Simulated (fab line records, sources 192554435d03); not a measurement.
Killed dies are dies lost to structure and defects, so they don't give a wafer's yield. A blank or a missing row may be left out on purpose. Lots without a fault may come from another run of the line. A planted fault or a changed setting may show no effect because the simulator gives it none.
Which tool did it? | flow n5_finfet | 10 lots, 30 wafers sampled, at 2 steps of a route of 1938

WHAT THE GAUGES READ, wafer by wafer
N5_BEOL_M4_RC_MEAS_101.
lot  | measured     | on        | IOFF_N (nA/um)
L797 | day 8 17:02  | prober-01 | 0.15 0.16 0.16
L799 | day 9 14:09  | prober-01 | 0.13 0.18 0.14
L800 | day 9 14:29  | prober-02 | 0.12 0.14 0.14
L802 | day 10 04:57 | prober-01 | 0.19 0.17 0.18
L804 | day 10 13:26 | prober-02 | 0.15 0.16 0.21
L805 | day 10 22:04 | prober-01 | 0.25 0.20 0.22
L808 | day 11 01:46 | prober-01 | 0.49 0.45 5.67
L809 | day 12 08:14 | prober-02 | 0.13 0.17 0.12
L810 | day 11 17:25 | prober-01 | 5.48 4.81 1.34
L811 | day 12 11:32 | prober-01 | 0.17 0.18 0.16

WHICH TOOL RAN EACH LOT (tool, then ch and the chambers of the sampled wafers, then the start)
lot  | N5_WELL_APT_IMPLANT_32
L797 | implanter-02 ch 0, day 2 03:59
L799 | implanter-01 ch 0, day 2 15:38
L800 | implanter-02 ch 0, day 2 21:51
L802 | implanter-01 ch 0, day 3 09:11
L804 | implanter-01 ch 0, day 3 21:40
L805 | implanter-02 ch 0, day 4 03:50
L808 | implanter-01 ch 0, day 4 21:19
L809 | implanter-02 ch 0, day 5 05:10
L810 | implanter-01 ch 0, day 5 11:49
L811 | implanter-02 ch 0, day 5 15:41
- N5_WELL_APT_IMPLANT_32

THE ANSWER, worked out from the rows above alone
Rule: what is usual is taken from the lots themselves. Put in order of their means at a reading, lots are off if they are a third of the lots or fewer, leave a main group of 4 or more, and stand apart from it by a gap of 3 or more times the standard deviation of the main group's means; of several such gaps the widest counts. A main group whose means are all the same, to the digits that the tables above print for the reading, isn't used. A lot without any number at a reading at which 4 lots or more have one is off too. The other lots that the step has rows for count as sound.
Off: L808, L810, at N5_BEOL_M4_RC_MEAS_101 (IOFF_N). The main group: mean 0.17 nA/um, standard deviation 0.027.
A tool fits if, at a process step before that reading, it ran every lot that is off, and no sound lot after the first of them. The gauges at N5_BEOL_M4_RC_MEAS_101 are tried like those tools. One fits: implanter-01 at N5_WELL_APT_IMPLANT_32. Its last sound lot is L804 (day 3 21:40), its first lot that is off L808 (day 4 21:19): a fault that began between those two fits.

WHAT THE SIMULATOR HAD PUT IN
Process parameter drift: implanter-01, from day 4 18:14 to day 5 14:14, at N5_WELL_APT_IMPLANT_32. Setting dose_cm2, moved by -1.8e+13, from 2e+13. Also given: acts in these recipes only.
Lots struck among those shown: L808, L810. The rule above found the same.
